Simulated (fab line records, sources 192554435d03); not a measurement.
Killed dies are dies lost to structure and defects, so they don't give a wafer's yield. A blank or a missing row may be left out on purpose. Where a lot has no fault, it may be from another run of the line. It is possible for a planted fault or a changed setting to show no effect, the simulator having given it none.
Chamber matching + flow n5Finfet + 4 sister chambers for N5_BEOL_M10_STRIP_36 on rieDiel-05
The step strips in N2/H2. 4 wafers are shown with their chamber, then 7 later ones without.

## WAFERS WITH THEIR CHAMBER
| wafer  | chamber | throttleValvePct (%) |
|--------|---------|----------------------|
| L082.3 | 0       | 23.58                |
| L087.2 | 2       | 23.79                |
| L092.1 | 3       | 23.15                |
| L092.2 | 1       | 23.34                |

## WAFERS MISSING THEIR CHAMBER
| wafer  | throttleValvePct (%) |
|--------|----------------------|
| L092.4 | 23.50                |
| L095.2 | 23.49                |
| L095.5 | 23.53                |
| L095.6 | 23.36                |
| L094.1 | 23.66                |
| L094.3 | 23.52                |
| L094.4 | 23.63                |

## THE CHAMBER EACH PASSED THROUGH
| wafer  | from the rows above     | in truth                   |
|--------|-------------------------|----------------------------|
| L092.4 | can't be placed: 0 or 1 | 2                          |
| L095.2 | can't be placed: 0 or 1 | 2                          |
| L095.5 | 0                       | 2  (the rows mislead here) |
| L095.6 | 1                       | 1                          |
| L094.1 | can't be placed: 0 or 2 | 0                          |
| L094.3 | can't be placed: 0 or 1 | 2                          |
| L094.4 | can't be placed: 0 or 2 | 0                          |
1 of 7 placed correctly. These rows do not allow placing 5 (true chamber among the candidates in 2). Placed wrongly: 1.
How it was worked out, from the rows above alone: a wafer's distance from a chamber is the root of the sum, over the readings, of the square of ((its reading less the chamber's mean) divided by the reading's scatter). The wafer belongs to the nearest chamber; if the next one is less than 2 further off, it can't be placed. The mean given for a chamber averages the wafers shown for that chamber. The scatter (one wafer shown for each chamber): square how far every hidden wafer sits from the nearest shown wafer, average those squares and take the square root.
